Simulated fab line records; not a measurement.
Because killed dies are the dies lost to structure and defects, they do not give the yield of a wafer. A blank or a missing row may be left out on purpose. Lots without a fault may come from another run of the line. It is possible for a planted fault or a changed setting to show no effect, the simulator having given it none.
fab line records -- flow n5_finfet
[record] lots = 7, wafers = 21, last_day = 17
route steps=1938 shown DUMMY_GATE@248 SPACER0@258 PASSIVATION@1936
lots that met no fault: taken from a fault-free run of the same line
start_h: start of the lot's first displayed wafer, in hours after the record's first day -- wait_h: hours elapsed since this lot's preceding step -- " unchanged from the row above -- L1.1+2: a row that stands for several wafers -- - either no value or no given start -- * or withheld: withheld -- < > ~ a bound
route shown NAME@n: a module of which the file shows steps, and the number in the route of the first -- usual: mean and standard deviation over wafers with no fault -- same: alike in all rows -- chamber/n: place in a boat -- sites: per-site readings -- _std_site: the values' standard deviation -- _edge_site: the outer-site mean with the inner-site mean subtracted -- radius_mm: for every site, how far away it sits from the centre of the wafer -- mask NAME#n: copy n -- behind: the tool/chamber that last shaped the wafer -- hold: why the lot was held/for how many hours/how that ended -- device: the transistor (n, p or np) that didn't switch -- end of line: the same wafers' tests at the end of the route -- for a step that has no rows: nothing shown but its recipe -- killed: dies lost to structure and defects at the first sort, not the wafer's yield -- map: the dies of a wafer, with x for killed, . for not killed, _ for no die there
set.NAME: the setting that was run; set.NAME@STEP: the one run at that earlier step -- model.NAME: the simulator's own value behind a step, which no gauge read
lots at selected steps of the route; one table per step, one row per wafer
services: when a tool's chamber went out of use (start_h, in hours from the record's first day, below 0 if earlier), for how many hours, and the reason
[[steps]]
[step N5_DUMMY_GATE_ETCH_44]
[recipe] chemistry = HBr/O2, over_etch_frac = 0.7, target_depth_a = 1275, stop_on = SiO2, ion_energy_ev = 60, bias_w = 20, target = poly-Si, mask_material = SiO2, pressure_mtorr = 20, icp_w = 400, HBr_flow_sccm = 120, O2_flow_sccm = 10
[usual] drypump_motor_current_A = 5.72/0.29, oes_product_au = 0.729/0.012, throttle_valve_pct = 18.45/0.28
lot.wafer,tool,chamber,start_h,wait_h,drypump_motor_current_A,oes_product_au,rf_hours_counter_h,throttle_valve_pct
L978.2,rie_si-01,3,70.96,0.0,5.94,0.741,178,18.76
L978.3,rie_si-01,0,70.96,0.0,5.23,0.734,8,18.54
L978.4,rie_si-01,1,70.96,0.0,5.92,0.715,171,18.10
L984.2,rie_si-05,2,111.82,0.0,5.46,0.735,19,18.06
L984.4,rie_si-05,3,111.82,0.0,5.05,0.722,105,18.74
L984.5,rie_si-05,0,111.82,0.0,5.67,0.739,-,18.47
L985.1,rie_si-06,2,114.82,0.0,5.76,0.717,76,18.85
L985.4,rie_si-06,3,114.82,0.0,5.47,0.739,-,18.09
L985.5,rie_si-06,0,114.82,0.0,5.91,0.744,-,18.36
L986.2,rie_si-05,1,122.20,0.0,5.97,0.728,136,18.37
L986.5,rie_si-05,0,122.20,0.0,5.66,0.739,-,18.46
L986.6,rie_si-05,1,122.20,0.0,5.95,0.718,-,18.36
L987.4,rie_si-06,3,129.74,0.0,5.45,0.743,26,18.08
L987.5,rie_si-06,2,129.74,0.0,5.74,0.719,-,18.87
L987.6,rie_si-06,3,129.74,0.0,5.46,0.740,-,18.08
L993.1,rie_si-06,0,160.83,0.0,5.88,0.738,2,18.36
L993.2,rie_si-06,1,160.83,0.0,6.16,0.719,37,18.65
L993.4,rie_si-06,3,160.83,0.0,5.43,0.738,26,18.08
L997.1,rie_si-05,0,185.10,0.0,5.64,0.732,4,18.49
L997.3,rie_si-05,1,185.10,0.0,5.93,0.726,137,18.37
L997.4,rie_si-05,2,185.10,0.0,5.43,0.725,20,18.07
[step N5_DUMMY_GATE_CD_MEAS_24]
[recipe] target_cd_nm = 15
[usual] cd_nm = 15.3/0.59
lot.wafer,tool,chamber,start_h,wait_h,cd_nm
L978.2,cd_sem-03,-,71.07,0.1,15.5
L978.3,cd_sem-03,-,71.07,0.1,16.1
L978.4,cd_sem-03,-,71.07,0.1,14.3
L984.2,cd_sem-03,-,111.93,0.1,16.7
L984.4,cd_sem-03,-,111.93,0.1,14.8
L984.5,cd_sem-03,-,111.93,0.1,14.1
L985.1,cd_sem-01,-,114.93,0.1,15.3
L985.4,cd_sem-01,-,114.93,0.1,14.8
L985.5,cd_sem-01,-,114.93,0.1,15.2
L986.2,cd_sem-03,-,122.31,0.1,14.3
L986.5,cd_sem-03,-,122.31,0.1,15.8
L986.6,cd_sem-03,-,122.31,0.1,14.6
L987.4,cd_sem-02,-,129.86,0.1,15.0
L987.5,cd_sem-02,-,129.86,0.1,14.5
L987.6,cd_sem-02,-,129.86,0.1,16.5
L993.1,cd_sem-01,-,160.94,0.1,15.1
L993.2,cd_sem-01,-,160.94,0.1,15.0
L993.4,cd_sem-01,-,160.94,0.1,15.4
L997.1,cd_sem-02,-,185.21,0.1,15.6
L997.3,cd_sem-02,-,185.21,0.1,14.8
L997.4,cd_sem-02,-,185.21,0.1,14.9
[step N5_DUMMY_GATE_ETCH_42]
[recipe] chemistry = CHF3/O2, target = SiO2, target_depth_a = 35, time_s = 31, ion_energy_ev = 30, bias_w = 12, pressure_mtorr = 30, source_w = 600, Ar_flow_sccm = 200, CHF3_flow_sccm = 50, O2_flow_sccm = 5
[usual] drypump_motor_current_A = 5.6/0.36, oes_o_777_au = 0.78/0.091, oes_product_au = 0.79/0.09, rf_vpp_V = 42.4/1.2, showerhead_plenum_p_Torr = 2.47/0.048, throttle_valve_pct = 18.70/0.19
lot.wafer,tool,chamber,start_h,wait_h,drypump_motor_current_A,oes_o_777_au,oes_product_au,rf_hours_counter_h,rf_vpp_V,showerhead_plenum_p_Torr,throttle_valve_pct
L978.2,rie_diel-01,2,71.12,0.0,5.8,1.00,0.96,7,43.2,2.38,18.90
L978.3,rie_diel-01,1,71.12,0.0,5.7,0.88,0.90,24,40.9,2.54,18.64
L978.4,rie_diel-01,0,71.12,0.0,5.6,0.71,0.71,205,42.6,2.39,18.89
L984.2,rie_diel-05,1,111.98,0.0,5.6,0.89,0.91,20,40.9,2.48,18.66
L984.4,rie_diel-05,0,111.98,0.0,5.0,0.74,0.74,-,42.3,2.51,18.74
L984.5,rie_diel-05,1,111.98,0.0,5.6,0.89,0.91,-,42.2,2.48,18.67
L985.1,rie_diel-01,1,114.98,0.0,5.7,0.86,0.88,37,41.1,2.54,18.66
L985.4,rie_diel-01,0,114.98,0.0,5.6,0.71,0.69,218,42.6,2.38,18.89
L985.5,rie_diel-01,3,114.98,0.0,6.2,0.71,0.67,-,41.1,2.39,18.80
L986.2,rie_diel-01,0,122.45,0.1,5.7,0.70,0.68,220,42.4,2.38,18.91
L986.5,rie_diel-01,1,122.45,0.1,5.7,0.85,0.87,-,40.8,2.54,18.68
L986.6,rie_diel-01,0,122.45,0.1,5.6,0.70,0.69,-,41.6,2.38,18.89
L987.4,rie_diel-05,1,129.93,0.1,5.6,0.88,0.90,27,42.1,2.48,18.66
L987.5,rie_diel-05,3,129.93,0.1,5.8,0.67,0.71,-,42.1,2.51,18.75
L987.6,rie_diel-05,0,129.93,0.1,5.0,0.74,0.74,-,42.5,2.51,18.74
L993.1,rie_diel-01,2,161.23,0.3,5.8,0.92,0.90,34,43.5,2.37,18.96
L993.2,rie_diel-01,0,161.23,0.3,5.6,0.69,0.69,235,42.9,2.38,18.90
L993.4,rie_diel-01,2,161.23,0.3,5.8,0.92,0.89,-,42.2,2.37,18.95
L997.1,rie_diel-05,1,185.25,0.0,5.6,0.85,0.86,45,41.9,2.47,18.70
L997.3,rie_diel-05,0,185.25,0.0,5.0,0.73,0.72,215,43.6,2.50,18.77
L997.4,rie_diel-05,3,185.25,0.0,5.8,0.88,0.91,5,41.6,2.50,18.35
[step N5_DUMMY_GATE_STRIP_48]
[recipe] chemistry = N2/H2, time_s = 20, power_w = 100, temp_c = 40, pressure_mtorr = 100, rf_frequency_hz = 6e+07, bias_power_w = 3, n2_flow_sccm = 300, h2_flow_sccm = 300
[usual] drypump_motor_current_A = 5.6/0.36, oes_product_au = 0.79/0.095, rf_vpp_V = 45.4/0.8, showerhead_plenum_p_Torr = 3.44/0.077, throttle_valve_pct = 12.08/0.26
lot.wafer,tool,chamber,start_h,wait_h,drypump_motor_current_A,oes_product_au,rf_hours_counter_h,rf_vpp_V,showerhead_plenum_p_Torr,throttle_valve_pct
L978.2,rie_diel-01,2,71.16,0.0,5.8,0.96,7,45.3,3.31,12.04
L978.3,rie_diel-01,1,71.16,0.0,5.7,0.91,24,46.1,3.59,12.11
L978.4,rie_diel-01,0,71.16,0.0,5.7,0.70,205,45.6,3.32,12.23
L984.2,rie_diel-05,1,112.03,0.0,5.6,0.93,20,46.0,3.45,11.95
L984.4,rie_diel-05,0,112.03,0.0,5.0,0.72,-,47.2,3.49,12.18
L984.5,rie_diel-05,1,112.03,0.0,5.6,0.93,-,44.4,3.45,11.95
L985.1,rie_diel-01,1,115.03,0.0,5.7,0.89,37,45.1,3.58,12.14
L985.4,rie_diel-01,0,115.03,0.0,5.7,0.71,218,45.3,3.32,12.26
L985.5,rie_diel-01,3,115.03,0.0,6.2,0.66,-,45.1,3.34,12.38
L986.2,rie_diel-01,0,122.50,0.0,5.6,0.70,220,44.8,3.32,12.27
L986.5,rie_diel-01,1,122.50,0.0,5.7,0.89,-,46.1,3.58,12.16
L986.6,rie_diel-01,0,122.50,0.0,5.7,0.68,-,45.0,3.32,12.25
L987.4,rie_diel-05,1,129.98,0.0,5.6,0.90,27,45.9,3.44,11.96
L987.5,rie_diel-05,3,129.98,0.0,5.8,0.70,-,45.7,3.44,12.02
L987.6,rie_diel-05,0,129.98,0.0,5.0,0.72,-,46.0,3.49,12.19
L993.1,rie_diel-01,2,161.28,0.0,5.8,0.89,34,45.2,3.30,12.12
L993.2,rie_diel-01,0,161.28,0.0,5.6,0.69,235,45.1,3.31,12.31
L993.4,rie_diel-01,2,161.28,0.0,5.8,0.89,-,45.0,3.30,12.13
L997.1,rie_diel-05,1,185.30,0.0,5.6,0.88,45,45.5,3.43,12.01
L997.3,rie_diel-05,0,185.30,0.0,5.0,0.71,215,44.6,3.48,12.24
L997.4,rie_diel-05,3,185.30,0.0,5.8,0.91,5,44.4,3.43,11.42
[step N5_DUMMY_GATE_PRECLEAN_33]
[recipe] chemistry = dHF, time_s = 10, dilution = 750:1, temp_c = 25
[step N5_DUMMY_GATE_PRECLEAN_25]
[recipe] chemistry = O3/DIW, time_s = 45, temp_c = 22, o3_ppm = 10
[step N5_DUMMY_GATE_PRECLEAN_51]
[recipe] chemistry = SC2, time_s = 45, temp_c = 35, mix = 1:1:50
[step N5_DUMMY_GATE_SRD_26]
[recipe] dry = ipa_marangoni, time_s = 30, temp_c = 23, rinse_liquid = diw
[step N5_DUMMY_GATE_UV_OZONE_45]
[recipe] time_s = 120, pressure_torr = 760, temp_c = 25
[step N5_DUMMY_GATE_INSPECT_27]
[recipe] inspect_instrument = brightfield, mode = aei
[usual] raw_defect_count = 328/77
lot.wafer,tool,chamber,start_h,wait_h,raw_defect_count
L978.2,defect_inspect-02,-,71.35,0.0,288
L978.3,defect_inspect-02,-,71.35,0.0,349
L978.4,defect_inspect-02,-,71.35,0.0,187
L984.2,defect_inspect-02,-,112.22,0.0,303
L984.4,defect_inspect-02,-,112.22,0.0,244
L984.5,defect_inspect-02,-,112.22,0.0,250
L985.1,defect_inspect-01,-,115.22,0.0,407
L985.4,defect_inspect-01,-,115.22,0.0,394
L985.5,defect_inspect-01,-,115.22,0.0,304
L986.2,defect_inspect-02,-,122.69,0.0,300
L986.5,defect_inspect-02,-,122.69,0.0,218
L986.6,defect_inspect-02,-,122.69,0.0,380
L987.4,defect_inspect-01,-,130.17,0.0,301
L987.5,defect_inspect-01,-,130.17,0.0,415
L987.6,defect_inspect-01,-,130.17,0.0,292
L993.1,defect_inspect-02,-,161.47,0.0,208
L993.2,defect_inspect-02,-,161.47,0.0,245
L993.4,defect_inspect-02,-,161.47,0.0,318
L997.1,defect_inspect-01,-,185.50,0.0,307
L997.3,defect_inspect-01,-,185.50,0.0,365
L997.4,defect_inspect-01,-,185.50,0.0,426
[step N5_SPACER0_ALD_07]
[recipe] material = SiNx, target_thk_a = 20, temp_c = 400, ald_precursor_family = SiH2I2, ald_co_reactant = N2/H2-plasma, pressure_torr = 2
[usual] chamber_pressure_Torr = 2.000/0.0035, heater_power_outer_w = 506/29, heater_power_w = 804/62
lot.wafer,tool,chamber,start_h,wait_h,chamber_pressure_Torr,heater_power_outer_w,heater_power_w,since_wet_clean_h
L978.2,ald_sin-01,2,71.39,0.0,2.012,527,823,167
L978.3,ald_sin-01,3,71.39,0.0,2.000,496,785,167
L978.4,ald_sin-01,1,71.39,0.0,1.999,504,812,167
L984.2,ald_sin-03,0,112.27,0.0,1.999,521,860,302
L984.4,ald_sin-03,0,112.27,0.0,2.002,525,836,-
L984.5,ald_sin-03,1,112.27,0.0,1.998,489,755,-
L985.1,ald_sin-03,1,115.25,0.0,2.007,489,734,305
L985.4,ald_sin-03,0,115.25,0.0,1.998,528,825,305
L985.5,ald_sin-03,1,115.25,0.0,1.998,480,747,-
L986.2,ald_sin-03,0,122.72,0.0,1.996,532,834,312
L986.5,ald_sin-03,1,122.72,0.0,1.998,495,775,-
L986.6,ald_sin-03,2,122.72,0.0,2.000,517,804,-
L987.4,ald_sin-04,2,130.28,0.1,2.001,562,880,-
L987.5,ald_sin-04,1,130.28,0.1,2.001,514,828,-
L987.6,ald_sin-04,0,130.28,0.1,2.001,483,795,-
L993.1,ald_sin-01,2,161.51,0.0,1.997,544,812,257
L993.2,ald_sin-01,0,161.51,0.0,2.002,449,667,257
L993.4,ald_sin-01,2,161.51,0.0,2.000,546,812,-
L997.1,ald_sin-01,1,185.53,0.0,1.997,497,847,281
L997.3,ald_sin-01,0,185.53,0.0,2.000,437,655,281
L997.4,ald_sin-01,3,185.53,0.0,1.999,482,783,281
[step N5_SPACER0_ALD_00]
[recipe] material = SiOCN, target_thk_a = 35, temp_c = 400, ald_precursor_family = alkyl-aminosilane, ald_co_reactant = O2/N2-plasma, pulse_time_s = 3, purge_time_s = 2, co_reactant_purge_time_s = 2, ald_cycles = 58, pressure_torr = 2
[usual] chamber_pressure_Torr = 2.000/0.0043, heater_power_outer_w = 505/28, heater_power_w = 803/61, precursor_pulse_height_rel = 1.001/0.018
[same] ald_cycles = 58, co_reactant_purge_time_s = 2
lot.wafer,tool,chamber,start_h,wait_h,chamber_pressure_Torr,heater_power_outer_w,heater_power_w,precursor_pulse_height_rel,since_wet_clean_h
L978.2,ald_sin-01,2,71.54,0.1,2.000,521,854,1.020,168
L978.3,ald_sin-01,3,71.54,0.1,2.002,496,805,0.990,168
L978.4,ald_sin-01,1,71.54,0.1,1.999,516,798,1.016,168
L984.2,ald_sin-03,0,112.42,0.1,1.994,533,829,1.006,302
L984.4,ald_sin-03,0,112.42,0.1,2.001,531,856,0.993,-
L984.5,ald_sin-03,1,112.42,0.1,1.998,467,756,1.002,-
L985.1,ald_sin-03,1,115.40,0.1,2.006,480,738,1.014,305
L985.4,ald_sin-03,0,115.40,0.1,1.994,520,847,1.023,305
L985.5,ald_sin-03,1,115.40,0.1,1.998,476,744,0.979,-
L986.2,ald_sin-03,0,122.88,0.1,2.005,531,845,1.008,312
L986.5,ald_sin-03,1,122.88,0.1,1.996,481,747,1.024,-
L986.6,ald_sin-03,2,122.88,0.1,1.998,506,828,0.995,-
L987.4,ald_sin-04,2,130.49,0.1,2.001,538,868,1.011,-
L987.5,ald_sin-04,1,130.49,0.1,2.004,505,826,0.992,-
L987.6,ald_sin-04,0,130.49,0.1,2.005,492,794,1.006,-
L993.1,ald_sin-01,2,161.67,0.1,1.997,548,831,0.972,258
L993.2,ald_sin-01,0,161.67,0.1,1.993,457,676,1.032,258
L993.4,ald_sin-01,2,161.67,0.1,1.998,550,839,0.977,-
L997.1,ald_sin-01,1,185.69,0.1,1.999,516,825,0.974,282
L997.3,ald_sin-01,0,185.69,0.1,1.994,449,655,1.001,282
L997.4,ald_sin-01,3,185.69,0.1,2.006,487,784,0.992,282
[step N5_SPACER0_ALD_08]
[recipe] material = SiNx, target_thk_a = 20, temp_c = 400, ald_precursor_family = SiH2I2, ald_co_reactant = N2/H2-plasma, pressure_torr = 2
[usual] chamber_pressure_Torr = 2.000/0.0042, heater_power_outer_w = 505/29, heater_power_w = 803/60
lot.wafer,tool,chamber,start_h,wait_h,chamber_pressure_Torr,heater_power_outer_w,heater_power_w,since_wet_clean_h
L978.2,ald_sin-01,2,71.80,0.1,2.009,542,839,168
L978.3,ald_sin-01,3,71.80,0.1,2.004,489,774,168
L978.4,ald_sin-01,1,71.80,0.1,2.002,501,831,168
L984.2,ald_sin-03,0,112.68,0.1,2.001,523,844,302
L984.4,ald_sin-03,0,112.68,0.1,1.993,524,828,-
L984.5,ald_sin-03,1,112.68,0.1,2.010,472,768,-
L985.1,ald_sin-03,1,115.66,0.1,-,-,-,-
L985.4,ald_sin-03,0,115.66,0.1,-,-,-,-
L985.5,ald_sin-03,1,115.66,0.1,-,-,-,-
L986.2,ald_sin-03,0,123.13,0.1,-,-,-,-
L986.5,ald_sin-03,1,123.13,0.1,-,-,-,-
L986.6,ald_sin-03,2,123.13,0.1,-,-,-,-
L987.4,ald_sin-04,2,130.68,0.1,-,-,-,-
L987.5,ald_sin-04,1,130.68,0.1,-,-,-,-
L987.6,ald_sin-04,0,130.68,0.1,-,-,-,-
L993.1,ald_sin-01,2,161.92,0.1,1.997,537,835,258
L993.2,ald_sin-01,0,161.92,0.1,1.996,461,661,258
L993.4,ald_sin-01,2,161.92,0.1,1.991,544,841,-
L997.1,ald_sin-01,1,185.94,0.1,1.997,504,824,282
L997.3,ald_sin-01,0,185.94,0.1,1.994,436,682,282
L997.4,ald_sin-01,3,185.94,0.1,2.001,475,772,282
[step N5_SPACER0_INSPECT_04]
[recipe] inspect_instrument = darkfield, mode = post_dep
[usual] raw_defect_count = 150/34
lot.wafer,tool,chamber,start_h,wait_h,raw_defect_count
L978.2,defect_inspect-02,-,71.96,0.1,124
L978.3,defect_inspect-02,-,71.96,0.1,143
L978.4,defect_inspect-02,-,71.96,0.1,85
L984.2,defect_inspect-02,-,112.83,0.1,131
L984.4,defect_inspect-02,-,112.83,0.1,105
L984.5,defect_inspect-02,-,112.83,0.1,146
L985.1,defect_inspect-02,-,115.82,0.1,161
L985.4,defect_inspect-02,-,115.82,0.1,176
L985.5,defect_inspect-02,-,115.82,0.1,153
L986.2,defect_inspect-01,-,123.29,0.1,199
L986.5,defect_inspect-01,-,123.29,0.1,155
L986.6,defect_inspect-01,-,123.29,0.1,196
L987.4,defect_inspect-02,-,130.78,0.0,141
L987.5,defect_inspect-02,-,130.78,0.0,175
L987.6,defect_inspect-02,-,130.78,0.0,140
L993.1,defect_inspect-02,-,162.08,0.1,82
L993.2,defect_inspect-02,-,162.08,0.1,134
L993.4,defect_inspect-02,-,162.08,0.1,144
L997.1,defect_inspect-01,-,186.10,0.1,145
L997.3,defect_inspect-01,-,186.10,0.1,154
L997.4,defect_inspect-01,-,186.10,0.1,168
[step N5_PASSIVATION_PROBE_49]
[usual] killed_at_M0_to_M3 = 34/8.9, killed_at_M4_up = 13/4.6, killed_at_contacts = 12/5.5, killed_at_front_end = 41/11, killed_at_other = 3.1/2.9, killed_dies = 102/16, killed_open = 66/11, killed_short = 34/7.6
[same] gross_dies = 1180, killed_at_back_side = 0
lot.wafer,tool,chamber,start_h,wait_h,killed_at_M0_to_M3,killed_at_M4_up,killed_at_contacts,killed_at_front_end,killed_at_other,killed_dies,killed_open,killed_short
L978.2,prober-01,-,286.06,0.1,35,9,11,23,4,82,51,31
L978.3,prober-01,-,286.11,0.1,31,13,9,33,8,94,62,31
L978.4,prober-01,-,286.16,0.2,21,14,15,27,1,78,55,23
L985.4,prober-01,-,326.51,0.2,42,5,9,60,1,117,75,42
L985.5,prober-01,-,326.56,0.2,33,8,8,30,0,79,52,27
L984.2,prober-02,-,330.00,0.1,24,12,11,35,10,92,55,36
L984.4,prober-02,-,330.10,0.2,35,12,11,30,8,96,65,31
L984.5,prober-02,-,330.15,0.2,35,5,8,26,4,78,60,18
L987.4,prober-02,-,346.37,0.2,34,20,11,28,3,96,66,29
L987.5,prober-02,-,346.42,0.2,31,13,16,30,1,91,66,25
L987.6,prober-02,-,346.47,0.3,39,12,8,29,1,89,48,41
// killed by level:class
L978.2 MOL_CONTACT_COAG:geometric_particle:open=10 BEOL_M1:geometric_particle:open=10 BEOL_M0_SAQP:geometric_particle:short=7 FIN_SAQP:geometric_particle:open=6 BEOL_M0_SAQP:geometric_particle:open=6 BEOL_M1:geometric_particle:short=6 DUMMY_GATE:geometric_particle:open=4 FIN_SAQP:geometric_particle:short=3
L978.3 BEOL_M1:geometric_particle:open=9 FIN_SAQP:geometric_particle:short=8 MOL_CONTACT_COAG:geometric_particle:open=8 BEOL_M0_SAQP:geometric_particle:open=6 BEOL_M4:geometric_particle:open=6 GATE_CUT:geometric_particle:open=5 PAD_METAL:geometric_particle:short=5 BEOL_M3:geometric_particle:open=5
L978.4 MOL_CONTACT_COAG:geometric_particle:open=13 BEOL_M5:geometric_particle:open=8 BEOL_M1:geometric_particle:open=6 GATE_CUT:geometric_particle:short=5 FIN_SAQP:geometric_particle:open=4 BEOL_M2:geometric_particle:open=4 FIN_SAQP:geometric_particle:short=3 STI_FIN_REVEAL:geometric_particle:open=3
L985.4 FIN_SAQP:geometric_particle:open=18 STI_FIN_REVEAL:geometric_particle:open=12 BEOL_M2:geometric_particle:open=11 BEOL_M0_SAQP:geometric_particle:short=10 BEOL_M0_SAQP:geometric_particle:open=9 FIN_SAQP:geometric_particle:short=6 MOL_CONTACT_COAG:geometric_particle:open=6 BEOL_M0:geometric_particle:open=6
L985.5 BEOL_M0_SAQP:geometric_particle:short=9 BEOL_M0_SAQP:geometric_particle:open=8 FIN_SAQP:geometric_particle:open=7 MOL_CONTACT_COAG:geometric_particle:open=7 STI_FIN_REVEAL:geometric_particle:open=6 BEOL_M2:geometric_particle:open=5 GATE_CUT:geometric_particle:short=5 BEOL_M4:geometric_particle:open=5
L984.2 MOL_CONTACT_COAG:geometric_particle:open=8 GATE_CUT:geometric_particle:open=7 BEOL_M0_SAQP:geometric_particle:short=7 FIN_SAQP:geometric_particle:short=6 FIN_SAQP:geometric_particle:open=5 BEOL_M0_SAQP:geometric_particle:open=5 BEOL_M1:geometric_particle:open=4 BEOL_M4:geometric_particle:open=4
L984.4 BEOL_M3:geometric_particle:open=12 MOL_CONTACT_COAG:geometric_particle:open=10 BEOL_M0_SAQP:geometric_particle:open=7 BEOL_M0_SAQP:geometric_particle:short=6 GATE_CUT:geometric_particle:open=5 MIM_TOP:geometric_particle:short=5 FIN_SAQP:geometric_particle:open=4 FIN_SAQP:geometric_particle:short=4
L984.5 BEOL_M0_SAQP:geometric_particle:open=11 BEOL_M1:geometric_particle:open=10 FIN_SAQP:geometric_particle:open=8 MOL_CONTACT_COAG:geometric_particle:open=6 BEOL_M2:geometric_particle:open=5 BEOL_M0_SAQP:geometric_particle:short=4 STARTING-WAFER:geometric_particle:open=4 GATE_CUT:geometric_particle:open=3
L987.4 MOL_CONTACT_COAG:geometric_particle:open=10 BEOL_M0_SAQP:geometric_particle:open=10 FIN_SAQP:geometric_particle:open=9 BEOL_M1:geometric_particle:open=9 STI_FIN_REVEAL:geometric_particle:open=6 BEOL_M2:geometric_particle:open=6 BEOL_M0_SAQP:geometric_particle:short=5 BEOL_M6:geometric_particle:open=5
L987.5 MOL_CONTACT_COAG:geometric_particle:open=13 BEOL_M0_SAQP:geometric_particle:open=10 FIN_SAQP:geometric_particle:open=8 STI_FIN_REVEAL:geometric_particle:open=8 BEOL_M0_SAQP:geometric_particle:short=7 BEOL_M1:geometric_particle:open=5 BEOL_M2:geometric_particle:open=5 BEOL_M4:geometric_particle:short=4
L987.6 BEOL_M0_SAQP:geometric_particle:short=16 FIN_SAQP:geometric_particle:open=8 BEOL_M0_SAQP:geometric_particle:open=8 MOL_CONTACT_COAG:geometric_particle:open=7 STI_FIN_REVEAL:geometric_particle:open=5 BEOL_M1:geometric_particle:short=5 FIN_SAQP:geometric_particle:short=4 DUMMY_GATE:geometric_particle:open=3
[[services]]
tool,chamber,start_h,hours,kind
rie_diel-05,0,48.06,8.5,repair
rie_si-01,3,50.64,5.8,repair
ald_sin-01,0,57.93,6.9,repair
rie_si-05,3,73.72,4.7,repair
rie_diel-01,2,78.79,3.0,repair
ald_sin-01,2,86.81,36.7,repair
rie_diel-01,-,100.88,0.9,repair
rie_si-05,0,104.16,2.8,repair
rie_si-06,-,108.52,0.1,repair
ald_sin-03,2,111.45,3.5,repair
rie_si-06,1,114.25,13.2,repair
ald_sin-04,3,118.43,18.7,repair
rie_si-05,3,127.23,6.0,repair
rie_diel-01,3,146.17,-,clean
rie_diel-01,3,146.17,-,consumable_replace:focus_ring
rie_diel-01,3,146.17,16.4,scheduled_down
rie_diel-01,3,146.17,16.4,vent_cycle
rie_diel-05,3,154.00,3.5,repair
rie_si-06,3,175.58,8.2,repair
ald_sin-03,-,176.92,14.0,pm
ald_sin-03,0,176.92,14.0,vent_cycle
ald_sin-03,1,176.92,14.0,vent_cycle
ald_sin-03,2,176.92,14.0,vent_cycle
ald_sin-03,3,176.92,14.0,vent_cycle
[[key]]
[first_sign] step = N5_SPACER0_ALD_08, reading = tool_record, direction = missing
effect none on later readings
met_at N5_SPACER0_ALD_08
struck_wafers L985.1,L985.4,L985.5,L986.2,L986.5,L986.6,L987.4,L987.5,L987.6
tester_left_out L985,L986,L987
onset_between 112.68 115.66
[fault] kind = skipped_step_whole, tool = ald_sin-03,ald_sin-04, chamber = -, onset_h = 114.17, steps = N5_SPACER0_ALD_08, scope = struck_lots_only
// tester_left_out: of these lots the tester's yield and bins aren't shown, on N5 and GAA mostly nor the transistor test; their killed dies are dies lost to structure and defects alone, not to doping, threshold or leakage, so they don't give the yield
